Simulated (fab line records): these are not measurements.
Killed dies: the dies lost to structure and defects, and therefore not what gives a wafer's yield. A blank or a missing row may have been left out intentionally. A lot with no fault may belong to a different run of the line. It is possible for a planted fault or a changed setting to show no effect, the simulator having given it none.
The tool behind it: which one?    flow nandHarc    39 wafers from 13 lots sampled at 5 of the route's 1159 steps

== WHAT THE GAUGES SHOWED, per wafer ==
NHARC_A_SLIT_OVL_MEAS_10. Usual: overlayXNm 0.0 nm, standard deviation 0.86; overlayYNm 0.1 nm, standard deviation 0.89.
lot   measured      on          overlayXNm (nm)  overlayYNm (nm)  flag
L133  day 14 14:25  overlay-02  -1.7 -1.8 -1.5   -0.9 -0.8 -1.1   
L131  day 14 14:39  overlay-01  0.6 0.2 0.9      1.1 0.3 0.5      
L134  day 14 19:30  overlay-01  1.6 1.1 1.3      1.0 1.2 0.4      
L130  day 14 20:11  overlay-01  0.7 0.4 0.9      -0.1 0.4 0.1     
L135  day 14 23:40  overlay-02  0.0 0.3 0.1      -0.1 -0.3 -0.7   
L136  day 15 13:52  overlay-02  -0.3 -0.5 -0.6   1.3 1.1 0.7      
L140  day 16 22:23  overlay-02  0.3 -0.1 0.1     -0.8 -1.1 -0.8   
L141  day 17 08:19  overlay-02  -0.3 -0.6 -0.1   -0.6 -0.5 0.2    
L142  day 17 16:10  overlay-01  0.6 0.5 0.7      1.2 0.8 0.7      
L144  day 17 17:23  overlay-01  -0.1 0.1 -0.2    1.5 1.5 1.2      
L143  day 17 20:05  overlay-02  0.7 0.9 1.0      0.7 0.3 0.4      
L147  day 18 12:20  overlay-02  -0.8 -0.4 -0.1   0.9 0.4 0.2      
L149  day 19 01:43  overlay-02  0.2 -0.4 -0.5    0.9 0.9 1.0      

NHARC_END_SORT_01. Usual: killedAtArray 29, standard deviation 11; killedAtOther 0.6, standard deviation 0.75; killedAtPeriphery 3.1, standard deviation 2.1; killedDies 32, standard deviation 11; killedOpen 3.0, standard deviation 1.8; killedShort 1.8, standard deviation 1.3.
lot   measured      on         killedAtArray  killedAtOther  killedAtPeriphery  killedDies  killedOpen  killedShort  flag
L143  day 22 21:02  prober-01  26 24 24       1 2 1          5 4 2              32 30 27    4 6 3       3 2 3        

== EACH LOT AND THE TOOL THAT RAN IT (in order: tool; ch and the chambers of the sampled wafers; start) ==
lot   NHARC_A_WL_FILL_ALD_00           NHARC_A_WL_FILL_ALD_02              NHARC_A_WL_FILL_ETCHBACK_16
L133  aldHk-03 ch 1,2,3, day 15 04:01  aldMetal-03 ch 0,1, day 15 04:31    rieDiel-06 ch 0,2,3, no start
L131  aldHk-03 ch 0,1, day 15 03:49    aldMetal-01 ch 0,1, day 15 04:18    rieDiel-09 ch 0,3, no start
L134  aldHk-03 ch 0,2, day 15 08:17    aldMetal-03 ch 1,3, day 15 08:44    rieDiel-05 ch 0,1,2, no start
L130  aldHk-03 ch 0,1,2, day 15 08:28  aldMetal-02 ch 1,2, day 15 08:54    rieDiel-06 ch 0,2,3, no start
L135  aldHk-03 ch 0,1,2, day 15 10:59  aldMetal-02 ch 1,2,3, day 15 11:27  rieDiel-05 ch 0,2, no start
L136  aldHk-02 ch 0,1,2, day 16 01:17  aldMetal-01 ch 2,3, day 16 01:44    rieDiel-09 ch 0,2, no start
L140  aldHk-03 ch 0,1,3, day 17 09:50  aldMetal-01 ch 1,2,3, day 17 10:22  rieDiel-09 ch 1,2,3, no start
L141  aldHk-02 ch 0,2,3, day 17 20:33  aldMetal-03 ch 0,2, day 17 21:10    rieDiel-05 ch 0,1,2, no start
L142  aldHk-02 ch 0,3, day 18 03:28    aldMetal-02 ch 0,1, day 18 04:01    rieDiel-05 ch 0,1,2, no start
L144  aldHk-02 ch 1,2,3, day 18 03:39  aldMetal-03 ch 1,2, day 18 04:07    rieDiel-06 ch 1,2, no start
L143  aldHk-02 ch 1,2, day 18 08:50    aldMetal-01 ch 2,3, day 18 09:18    rieDiel-05 ch 0,1,3, day 22 21:02 or earlier
L147  aldHk-01 ch 0,1,2, day 18 23:47  aldMetal-01 ch 0,1,2, day 19 00:16  rieDiel-09 ch 0,2,3, no start
L149  aldHk-02 ch 0,2, day 19 13:01    aldMetal-01 ch 0,1,3, day 19 13:29  rieDiel-06 ch 1,2, no start
- NHARC_A_WL_FILL_ALD_00: deposits Al2O3, target thk 3 nm, pulse time 3 s, ald cycles 30.
- NHARC_A_WL_FILL_ALD_02: deposits TiN, target thk 2 nm, pulse time 3 s, ald cycles 100.
- NHARC_A_WL_FILL_ETCHBACK_16: etches the open film in C4F8/O2/Ar, target depth 88 nm, time 17.6 s.

== AS READ BY THE TOOLS THEMSELVES (means over the sampled wafers that have a number; for cases with no such wafer, the mark the record gives instead) ==
NHARC_A_WL_FILL_ALD_00. Usual: heaterPowerW 472 W, standard deviation 36; precursorPulseHeightRel 0.999, standard deviation 0.018.
lot   tool      heaterPowerW (W)  precursorPulseHeightRel  flag
L133  aldHk-03  496               0.994                    
L131  aldHk-03  484               1.015                    
L134  aldHk-03  448               1.011                    
L130  aldHk-03  472               1.001                    
L135  aldHk-03  475               1.003                    
L136  aldHk-02  485               0.994                    
L140  aldHk-03  500               0.990                    
L141  aldHk-02  483               0.993                    
L142  aldHk-02  451               1.005                    
L144  aldHk-02  459               1.011                    
L143  aldHk-02  474               1.012                    
L147  aldHk-01  443               0.995                    
L149  aldHk-02  505               1.005                    

NHARC_A_WL_FILL_ALD_02. Usual: heaterPowerW 1082 W, standard deviation 120; precursorPulseHeightRel 0.999, standard deviation 0.021.
lot   tool         heaterPowerW (W)  precursorPulseHeightRel  flag
L133  aldMetal-03  1119              1.014                    
L131  aldMetal-01  1051              0.996                    
L134  aldMetal-03  985               1.007                    
L130  aldMetal-02  943               0.971                    
L135  aldMetal-02  1002              1.004                    
L136  aldMetal-01  1185              1.007                    
L140  aldMetal-01  1159              0.994                    
L141  aldMetal-03  999               0.989                    
L142  aldMetal-02  1127              0.999                    
L144  aldMetal-03  1036              1.027                    
L143  aldMetal-01  1209              1.013                    
L147  aldMetal-01  1078              1.005                    
L149  aldMetal-01  1113              0.967                    

NHARC_A_WL_FILL_ETCHBACK_16. Usual: chamberPressureMTorr 25.001 mTorr, standard deviation 0.022; oesProductAu 0.984 a.u., standard deviation 0.03; rfFwdPowerW 588 W, standard deviation 3.3; rfVppV 723 V, standard deviation 3.3.
lot   tool        chamberPressureMTorr (mTorr)  oesProductAu (a.u.)  rfFwdPowerW (W)  rfVppV (V)  flag
L133  rieDiel-06  24.988                        1.005                585              723         
L131  rieDiel-09  25.007                        1.001                594              720         
L134  rieDiel-05  25.018                        0.993                590              722         
L130  rieDiel-06  24.992                        0.992                586              722         
L135  rieDiel-05  24.960                        1.008                589              722         
L136  rieDiel-09  25.000                        0.997                588              728         
L140  rieDiel-09  25.010                        0.934                590              725         
L141  rieDiel-05  24.992                        0.997                589              723         
L142  rieDiel-05  24.999                        0.969                588              724         
L144  rieDiel-06  25.000                        1.002                583              724         
L143  rieDiel-05  25.010                        1.001                588              722         
L147  rieDiel-09  25.015                        0.998                591              723         
L149  rieDiel-06  24.986                        1.004                588              725         

== THE ANSWER, worked out from the rows above alone ==
Rule: a lot is off if the mean of its wafers that have a number lies more than 3 standard deviations from the usual mean. Also off: a lot with no number at a reading for which 4 or more lots have one. Where the step has rows for the other lots, those lots are counted as sound. First the gauges in route order, then the tools' own readings, where a lot's mean is used as printed above. The first step at which some lot is off is used, and at that step the reading that is off furthest; a lot without a number counts as furthest.
Across all readings shown, no lot is off: no conclusion can be drawn from this.

== WHAT WAS PUT IN BY THE SIMULATOR ==
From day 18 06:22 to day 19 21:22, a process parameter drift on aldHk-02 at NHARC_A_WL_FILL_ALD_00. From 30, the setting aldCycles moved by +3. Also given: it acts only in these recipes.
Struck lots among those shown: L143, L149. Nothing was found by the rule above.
